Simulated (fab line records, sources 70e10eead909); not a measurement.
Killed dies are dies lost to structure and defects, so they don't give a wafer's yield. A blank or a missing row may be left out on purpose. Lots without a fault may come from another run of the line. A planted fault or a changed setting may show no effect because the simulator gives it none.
A struck lot beside a sound one | flow nand_harc | 12 steps out of a route of 1159
Sound: wafers L598.1, L598.4, L598.6. Struck: wafers L620.3, L620.4, L620.6. The cause comes at the end.
At each step with rows: each side's tool, then ch and its chambers, then its first start. Under that, the readings that differ: sound wafers | struck wafers | difference of the means | sigmas: that difference in standard deviations of wafers without a fault.
alike: readings whose means differ by less than 2 such deviations, and words and numbers that are the same on both sides. not compared: withheld readings, readings that some wafer has no value for, bounds like >300 that may hide the same value, and numbers for which the record gives no deviation and whose values overlap.
The two part at a step that has a row with sigmas, a row that says differs or no value, or rows on one side only. Numbers that don't overlap but have no deviation are shown without sigmas and don't part them. A reading that every wafer of one side lacks parts them only if that side has two wafers or more.

first, 3 steps without rows for these wafers: NHARC_A_STAIRCASE_PEB_439 (peb time 130 s); NHARC_A_STAIRCASE_DEVELOP_440 (time 140 s); NHARC_A_STAIRCASE_HARDBAKE_442 (time 140 s).
NHARC_A_STAIRCASE_DESCUM_443: chemistry O2, time 3 s.
  sound on rie_diel-01 ch 2,3, day 13 18:14; struck on rie_diel-10 ch 1,2,3, day 18 23:26
  reading                         | sound          | struck         | difference | sigmas
  showerhead_plenum_p_Torr (Torr) | 1.81 1.78 1.78 | 2.05 1.97 2.00 | +0.22      | +2
  alike: drypump_motor_current_A, oes_product_au, rf_vpp_V, throttle_valve_pct
  not compared: rf_hours_counter_h
NHARC_A_STAIRCASE_ETCH_444: etches the open film in C4F8/O2, target depth 10200 nm, time 3400 s.
  sound on rie_diel-01 ch 2,3, day 13 18:20; struck on rie_diel-10 ch 0,3, day 18 23:34
  alike: oes_product_au, rf_vpp_V
  not compared: rf_hours_counter_h
NHARC_A_STAIRCASE_STRIP_446: strips in O2.
  sound on plasma_asher-01 ch 0,1, day 13 20:39; struck on plasma_asher-01 ch 0,1, day 19 02:27
  alike: drypump_motor_current_A, heater_power_w
  not compared: rf_hours_counter_h
then, 3 steps without rows for these wafers: NHARC_A_STAIRCASE_STRIP_447 (strips in SPM, time 900 s); NHARC_A_STAIRCASE_PRECLEAN_448 (cleans in SC1); NHARC_A_STAIRCASE_SRD_449.
NHARC_A_STAIRCASE_CMP_450: polishes SiO2, target thk 200 nm.
  sound on cmp-02 ch 0,2, day 13 21:25; struck on cmp-04 ch 0,2, day 19 03:11
  alike: edge_zone_pressure_frac, motor_current_A
NHARC_A_STAIRCASE_CMP_152: polishes.
  sound on cmp-02 ch 0,2, day 13 21:29; struck on cmp-04 ch 0,2, day 19 03:15
  no value came back on the struck wafers for edge_zone_pressure_frac, motor_current_A (A); on the sound wafers edge_zone_pressure_frac reads 1.004 1.001 1.001
-- the record jumps here: 6 days lie between the struck wafers' starts before and after (it left off in module A_STAIRCASE and takes up again in module END, whose first step shown is number 1159 of the route) --
NHARC_END_SORT_01:
  the record has rows for the struck wafers here (prober-01 ch 0, day 24 17:04) and none for the sound ones

WHERE THEY PART
First at NHARC_A_STAIRCASE_DESCUM_443; last, within this record, at NHARC_END_SORT_01.

WHY: what the simulator had put in
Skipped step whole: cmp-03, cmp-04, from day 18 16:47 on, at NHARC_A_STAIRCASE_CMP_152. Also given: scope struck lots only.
